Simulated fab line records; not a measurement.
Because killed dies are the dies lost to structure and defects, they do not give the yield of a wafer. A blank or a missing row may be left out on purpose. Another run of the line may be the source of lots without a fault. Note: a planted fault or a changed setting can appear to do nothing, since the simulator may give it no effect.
The tool behind it: which one?    flow nand_harc    39 wafers from 13 lots sampled at 5 of the route's 1159 steps

## WHAT EACH GAUGE READ, for each wafer
NHARC_END_SORT_01. Usual: killed_at_array 27, standard deviation 11; killed_at_other 0.8, standard deviation 1.1; killed_at_periphery 2.8, standard deviation 1.9; killed_dies 30, standard deviation 11; killed_open 3.3, standard deviation 1.8; killed_short 2.3, standard deviation 1.5.
lot   measured      on         killed_at_array  killed_at_other  killed_at_periphery  killed_dies  killed_open  killed_short  flag
L271  day 20 04:55  prober-02  49 23 19         0 0 0            4 3 4                53 26 23     4 2 1        5 6 2         
L276  day 21 09:44  prober-01  14 23 13         0 0 1            2 1 4                16 24 18     2 4 3        2 3 4         
L275  day 21 09:46  prober-02  44               4                4                    52           4            3             
L279  day 22 14:14  prober-02  15 16 15         0 1 0            4 2 1                19 19 16     3 1 4        1 5 1         
L284  day 23 10:19  prober-01  16 20 18         2 1 0            3 7 2                21 28 20     4 6 3        5 2 1         
L289  day 24 21:17  prober-01  119 53 116       0 0 0            2 2 2                121 55 118   4 2 4        1 1 3         OFF
L290  day 25 09:22  prober-02  88 26 90         3 1 0            0 1 1                91 28 91     0 2 1        1 4 3         OFF

## EACH LOT AND THE TOOL THAT RAN IT (in order: tool; ch and the chambers of the sampled wafers; start)
lot   NHARC_A_CONTACT_ETCH_122              NHARC_THIN_TSV_ETCH_44              NHARC_THIN_TSV_STRIP_45               NHARC_THIN_TSV_CMP_21
L270  har_cap_etch-03 ch 0,1, day 16 15:10  rie_diel-02 ch 1,2, day 18 17:14    plasma_asher-02 ch 0,1, day 18 18:11  cmp-04 ch 0,1, day 18 21:35
L268  har_cap_etch-02 ch 0,1, day 17 00:20  rie_diel-02 ch 0,1,2, day 19 03:30  plasma_asher-01 ch 0,1, day 19 04:17  cmp-04 ch 2,3, day 19 07:35
L271  har_cap_etch-03 ch 0,1, day 17 04:34  rie_diel-06 ch 0,3, day 19 11:01    plasma_asher-02 ch 0,1, day 19 11:49  cmp-03 ch 0,3, day 19 15:05
L273  har_cap_etch-02 ch 0,1, day 18 07:05  rie_diel-06 ch 0,1,2, day 20 12:42  plasma_asher-02 ch 0,1, day 20 13:25  cmp-03 ch 0,1, day 20 16:43
L276  har_cap_etch-02 ch 0,1, day 18 17:28  rie_diel-12 ch 2,3, day 20 20:17    plasma_asher-01 ch 0,1, day 20 21:02  cmp-03 ch 0,1,3, day 21 00:25
L275  har_cap_etch-03 ch 0,1, day 18 20:31  rie_diel-06 ch 0,1, day 20 19:03    plasma_asher-02 ch 0, day 20 19:50    cmp-03 ch 0,1,2, day 20 23:13
L277  har_cap_etch-02 ch 0,1, day 18 21:52  rie_diel-02 ch 1,2,3, day 21 06:20  plasma_asher-01 ch 0,1, day 21 07:08  cmp-04 ch 0,1,2, day 21 10:24
L279  har_cap_etch-03 ch 0,1, day 19 17:14  rie_diel-12 ch 1,2, day 21 23:59    plasma_asher-01 ch 0,1, day 22 00:49  cmp-04 ch 2,3, day 22 04:10
L280  har_cap_etch-02 ch 0,1, day 19 18:53  rie_diel-02 ch 2,3, day 21 22:34    plasma_asher-02 ch 0,1, day 21 23:22  cmp-03 ch 0,1,3, day 22 02:53
L284  har_cap_etch-01 ch 0,1, day 20 08:16  rie_diel-12 ch 0,2, day 22 16:48    plasma_asher-02 ch 0,1, day 22 17:44  cmp-04 ch 0,2,3, day 22 21:27
L282  har_cap_etch-01 ch 0,1, day 20 15:30  rie_diel-06 ch 0,1,2, day 22 23:13  plasma_asher-02 ch 0,1, day 23 00:00  cmp-02 ch 0,1,3, day 23 03:19
L289  har_cap_etch-03 ch 0,1, day 22 02:50  rie_diel-06 ch 0,1,2, day 24 05:56  plasma_asher-01 ch 0,1, day 24 06:44  cmp-04 ch 0,3, day 24 10:05
L290  har_cap_etch-03 ch 0,1, day 22 09:40  rie_diel-12 ch 1,2,3, day 24 17:50  plasma_asher-01 ch 0, day 24 18:40    cmp-04 ch 0,2,3, day 24 22:11
- NHARC_A_CONTACT_ETCH_122: etches the open film in C4F8/O2/Ar, time 95 s, target depth 930 nm.
- NHARC_THIN_TSV_ETCH_44: etches the open film in CF4/O2, target depth 1594.2 nm, time 797.1 s.
- NHARC_THIN_TSV_STRIP_45: strips in O2.
- NHARC_THIN_TSV_CMP_21: polishes, t overpolish 30 s, target thk 2000 nm.

## WHAT THE TOOLS THEMSELVES READ (means of the sampled wafers that have a number; where no wafer has one, the mark that the record gives instead)
NHARC_THIN_TSV_ETCH_44. Usual: cf4_flow_sccm 150.0 sccm, standard deviation 0.45; drypump_motor_current_A 5.8 A, standard deviation 0.5; oes_product_au 1.000 a.u., standard deviation 0.0073; rf_vpp_V 794 V, standard deviation 5.3; showerhead_plenum_p_Torr 1.84 Torr, standard deviation 0.085; throttle_valve_pct 16.914 %, standard deviation 0.0089.
lot   tool         cf4_flow_sccm (sccm)  drypump_motor_current_A (A)  oes_product_au (a.u.)  rf_vpp_V (V)  showerhead_plenum_p_Torr (Torr)  throttle_valve_pct (%)  flag
L270  rie_diel-02  150.3                 6.0                          1.004                  793           1.81                             16.922                  
L268  rie_diel-02  149.7                 6.0                          1.001                  792           1.81                             16.907                  
L271  rie_diel-06  149.9                 5.7                          0.993                  790           1.76                             16.908                  
L273  rie_diel-06  150.0                 5.5                          0.997                  792           1.80                             16.913                  
L276  rie_diel-12  150.4                 5.0                          1.000                  797           1.87                             16.922                  
L275  rie_diel-06  150.2                 5.5                          1.000                  789           1.76                             16.909                  
L277  rie_diel-02  150.1                 6.0                          0.995                  795           1.85                             16.917                  
L279  rie_diel-12  149.9                 6.1                          1.004                  801           1.94                             16.921                  
L280  rie_diel-02  149.9                 6.0                          0.997                  790           1.79                             16.913                  
L284  rie_diel-12  150.2                 5.5                          1.002                  800           1.92                             16.918                  
L282  rie_diel-06  149.9                 5.5                          1.002                  792           1.80                             16.910                  
L289  rie_diel-06  150.1                 5.5                          1.007                  791           1.80                             16.923                  
L290  rie_diel-12  149.7                 5.6                          0.991                  797           1.88                             16.920                  

NHARC_THIN_TSV_STRIP_45. Usual: drypump_motor_current_A 5.5 A, standard deviation 0.36; heater_power_w 324 W, standard deviation 31.
lot   tool             drypump_motor_current_A (A)  heater_power_w (W)  flag
L270  plasma_asher-02  5.8                          337                 
L268  plasma_asher-01  5.1                          286                 
L271  plasma_asher-02  5.8                          336                 
L273  plasma_asher-02  5.8                          336                 
L276  plasma_asher-01  5.1                          298                 
L275  plasma_asher-02  5.8                          341                 
L277  plasma_asher-01  5.1                          302                 
L279  plasma_asher-01  5.1                          301                 
L280  plasma_asher-02  5.8                          339                 
L284  plasma_asher-02  5.8                          335                 
L282  plasma_asher-02  5.8                          334                 
L289  plasma_asher-01  5.1                          299                 
L290  plasma_asher-01  5.0                          348                 

NHARC_THIN_TSV_CMP_21. Usual: motor_current_A 12.1 A, standard deviation 1.1; overpolish_run_s 30.000 s, standard deviation 0.0086.
lot   tool    motor_current_A (A)  overpolish_run_s (s)  flag
L270  cmp-04  12.8                 29.994                
L268  cmp-04  10.9                 29.999                
L271  cmp-03  12.9                 29.995                
L273  cmp-03  12.9                 29.997                
L276  cmp-03  12.8                 30.000                
L275  cmp-03  12.1                 29.996                
L277  cmp-04  11.9                 30.000                
L279  cmp-04  11.2                 29.999                
L280  cmp-03  13.0                 29.998                
L284  cmp-04  11.4                 30.008                
L282  cmp-02  12.8                 29.995                
L289  cmp-04  11.6                 29.992                
L290  cmp-04  11.7                 29.992                

## THE ANSWER, worked out from the rows above alone
Rule: a lot counts as off when the mean over its wafers that have a number is more than 3 standard deviations away from the usual mean. A lot without any number at a reading at which 4 lots or more have one is off too. Any other lot the step has rows for is counted as sound. The gauges are gone through in route order, then the tools' own readings, and for those a lot's mean is taken as printed above. At the first step where some lot is off, the reading lying furthest off is the one used; lots without a number count as furthest.
Off, at NHARC_END_SORT_01 on killed_at_array: L289, L290. Neither off nor sound, because the step has no rows for them: L270, L268, L273, L277, L280, L282.
A tool fits if, at a process step before that reading, it ran every lot that is off, and no sound lot after the first of them. The gauges at NHARC_END_SORT_01 are tried like those tools. Can't be told from this: 3 tools fit, har_cap_etch-03 at NHARC_A_CONTACT_ETCH_122, plasma_asher-01 at NHARC_THIN_TSV_STRIP_45, cmp-04 at NHARC_THIN_TSV_CMP_21.

## WHAT HAD BEEN PUT IN BY THE SIMULATOR
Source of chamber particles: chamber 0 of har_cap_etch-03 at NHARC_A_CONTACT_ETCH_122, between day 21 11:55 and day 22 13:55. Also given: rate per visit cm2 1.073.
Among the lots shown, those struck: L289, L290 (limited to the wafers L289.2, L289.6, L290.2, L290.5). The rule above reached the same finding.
